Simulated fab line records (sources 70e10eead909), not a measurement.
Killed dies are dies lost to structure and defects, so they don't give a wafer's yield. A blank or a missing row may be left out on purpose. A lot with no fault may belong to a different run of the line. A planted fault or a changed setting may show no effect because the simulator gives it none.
Matching of chambers | flow nandHarc | pecvd-03 running NHARC_A_STAIRCASE_DEP_471: 3 sister chambers
The step deposits SiO2, target thk 100 nm. 22 wafers are shown with their chamber, then 11 later ones without.

## WAFERS, EACH WITH ITS CHAMBER
wafer  | chamber | throttleValvePct (%) | heaterPowerW (W)
L075.1 | 0       | 16.0                 | 774
L075.3 | 1       | 15.6                 | 502
L075.4 | 2       | 16.8                 | 575
L080.1 | 1       | 15.6                 | 431
L080.4 | 1       | 15.6                 | 436
L080.5 | 2       | 17.1                 | 659
L079.3 | 2       | 17.0                 | 715
L079.5 | 0       | 15.7                 | 667
L079.6 | 2       | 16.8                 | 717
L081.3 | 0       | 15.9                 | 673
L081.4 | 1       | 16.0                 | 418
L081.5 | 2       | 16.9                 | 635
L087.2 | 2       | 16.3                 | 558
L087.5 | 2       | 16.4                 | 572
L087.6 | 0       | 15.6                 | 593
L091.2 | 2       | 16.6                 | 677
L091.3 | 1       | 15.4                 | 410
L091.5 | 2       | 16.5                 | 695
L089.4 | 0       | 15.4                 | 696
L089.5 | 2       | 16.7                 | 621
L089.6 | 1       | 15.4                 | 473
L093.1 | 1       | 15.3                 | 503

SIGNATURES (averages over the wafers above)
reading          | chamber 0 | chamber 1 | chamber 2 | scatter within a chamber
throttleValvePct | 15.720    | 15.557    | 16.710    | 0.246
heaterPowerW     | 680.60    | 453.29    | 642.40    | 55.4
Rule: a wafer lies at a distance from a chamber equal to the root of the sum of squares, over the readings, of (its reading less the chamber's mean, divided by the reading's scatter). The wafer belongs to the nearest chamber; if the next one is less than 2 further off, it can't be placed. The scatter: the root of (the sum of the squares of (reading less its chamber's mean) over the shown wafers, divided by (wafers less chambers)).

## WAFERS WITHOUT THEIR CHAMBER
wafer  | throttleValvePct (%) | heaterPowerW (W)
L093.5 | 16.4                 | 608
L093.6 | 15.5                 | 513
L094.2 | 15.5                 | 655
L094.4 | 15.8                 | 660
L094.6 | 16.9                 | 623
L095.3 | 15.6                 | 665
L095.5 | 16.5                 | 676
L095.6 | 15.1                 | 486
L097.2 | 15.3                 | 409
L097.3 | 15.4                 | 598
L097.5 | 15.2                 | 416

## WHICH CHAMBER EACH WENT THROUGH
wafer  | from the rows above     | in truth
L093.5 | can't be placed: 2 or 0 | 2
L093.6 | 1                       | 1
L094.2 | 0                       | 0
L094.4 | 0                       | 0
L094.6 | 2                       | 2
L095.3 | 0                       | 0
L095.5 | 2                       | 2
L095.6 | 1                       | 1
L097.2 | 1                       | 1
L097.3 | can't be placed: 0 or 1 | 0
L097.5 | 1                       | 1
9 of 11 placed correctly. From these rows, 2 cannot be placed; in 2 the true chamber is one of the candidates. Number placed wrongly: 0.
